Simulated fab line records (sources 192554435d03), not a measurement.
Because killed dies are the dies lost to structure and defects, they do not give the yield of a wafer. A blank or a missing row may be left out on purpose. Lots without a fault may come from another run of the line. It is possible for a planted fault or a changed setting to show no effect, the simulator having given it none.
Matching of chambers || flow n5-finfet || N5_BEOL_M1_PRE_CLEAN_60 on cvd-co-02 has 3 sister chambers
The step time 15 s. 24 wafers are shown with their chamber, then 12 later ones without.

WAFERS, EACH WITH ITS CHAMBER
{"wafer": "L077.1", "chamber": 0, "heater-power-w (W)": 113}
{"wafer": "L077.4", "chamber": 0, "heater-power-w (W)": 110}
{"wafer": "L077.6", "chamber": 2, "heater-power-w (W)": 116}
{"wafer": "L078.4", "chamber": 1, "heater-power-w (W)": 74}
{"wafer": "L078.5", "chamber": 0, "heater-power-w (W)": 112}
{"wafer": "L078.6", "chamber": 2, "heater-power-w (W)": 119}
{"wafer": "L079.1", "chamber": 0, "heater-power-w (W)": 112}
{"wafer": "L079.3", "chamber": 1, "heater-power-w (W)": 75}
{"wafer": "L079.4", "chamber": 2, "heater-power-w (W)": 117}
{"wafer": "L081.1", "chamber": 0, "heater-power-w (W)": 113}
{"wafer": "L081.2", "chamber": 2, "heater-power-w (W)": 115}
{"wafer": "L081.4", "chamber": 1, "heater-power-w (W)": 73}
{"wafer": "L082.1", "chamber": 1, "heater-power-w (W)": 75}
{"wafer": "L082.3", "chamber": 2, "heater-power-w (W)": 115}
{"wafer": "L082.6", "chamber": 1, "heater-power-w (W)": 77}
{"wafer": "L083.2", "chamber": 0, "heater-power-w (W)": 114}
{"wafer": "L083.3", "chamber": 2, "heater-power-w (W)": 117}
{"wafer": "L083.4", "chamber": 0, "heater-power-w (W)": 113}
{"wafer": "L085.1", "chamber": 1, "heater-power-w (W)": 78}
{"wafer": "L085.2", "chamber": 2, "heater-power-w (W)": 119}
{"wafer": "L085.6", "chamber": 2, "heater-power-w (W)": 116}
{"wafer": "L089.1", "chamber": 2, "heater-power-w (W)": 115}
{"wafer": "L089.2", "chamber": 0, "heater-power-w (W)": 113}
{"wafer": "L089.3", "chamber": 1, "heater-power-w (W)": 76}

SIGNATURES (averages over the wafers above)
{"reading": "heater-power-w", "chamber 0": 112.50, "chamber 1": 75.43, "chamber 2": 116.56, "scatter within a chamber": 1.51}
Rule: for a wafer and a chamber, the distance is found by dividing, reading by reading, the gap between the wafer's reading and the chamber's mean by the reading's scatter, squaring, summing and taking the root. The wafer belongs to the nearest chamber; if the next one is less than 2 further off, it can't be placed. The scatter is the square root of a quotient: the sum, over the shown wafers, of each reading's squared deviation from its chamber's mean, divided by wafers minus chambers.

WAFERS WITHOUT THEIR CHAMBER
{"wafer": "L092.1", "heater-power-w (W)": 112}
{"wafer": "L092.2", "heater-power-w (W)": 77}
{"wafer": "L092.5", "heater-power-w (W)": 115}
{"wafer": "L093.1", "heater-power-w (W)": 114}
{"wafer": "L093.4", "heater-power-w (W)": 78}
{"wafer": "L093.5", "heater-power-w (W)": 76}
{"wafer": "L096.3", "heater-power-w (W)": 115}
{"wafer": "L096.4", "heater-power-w (W)": 117}
{"wafer": "L096.6", "heater-power-w (W)": 77}
{"wafer": "L097.3", "heater-power-w (W)": 120}
{"wafer": "L097.4", "heater-power-w (W)": 112}
{"wafer": "L097.5", "heater-power-w (W)": 115}

THE CHAMBER EACH PASSED THROUGH
{"wafer": "L092.1", "from the rows above": 0, "in truth": 0}
{"wafer": "L092.2", "from the rows above": 1, "in truth": 1}
{"wafer": "L092.5", "from the rows above": "can't be placed: 2 or 0", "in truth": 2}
{"wafer": "L093.1", "from the rows above": "can't be placed: 0 or 2", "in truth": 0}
{"wafer": "L093.4", "from the rows above": 1, "in truth": 1}
{"wafer": "L093.5", "from the rows above": 1, "in truth": 1}
{"wafer": "L096.3", "from the rows above": "can't be placed: 2 or 0", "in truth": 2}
{"wafer": "L096.4", "from the rows above": 2, "in truth": 2}
{"wafer": "L096.6", "from the rows above": 1, "in truth": 1}
{"wafer": "L097.3", "from the rows above": 2, "in truth": 2}
{"wafer": "L097.4", "from the rows above": 0, "in truth": 0}
{"wafer": "L097.5", "from the rows above": "can't be placed: 2 or 0", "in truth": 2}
Placed correctly: 8 of 12. These rows do not allow placing 4 (true chamber among the candidates in 4). Wrongly placed: 0.
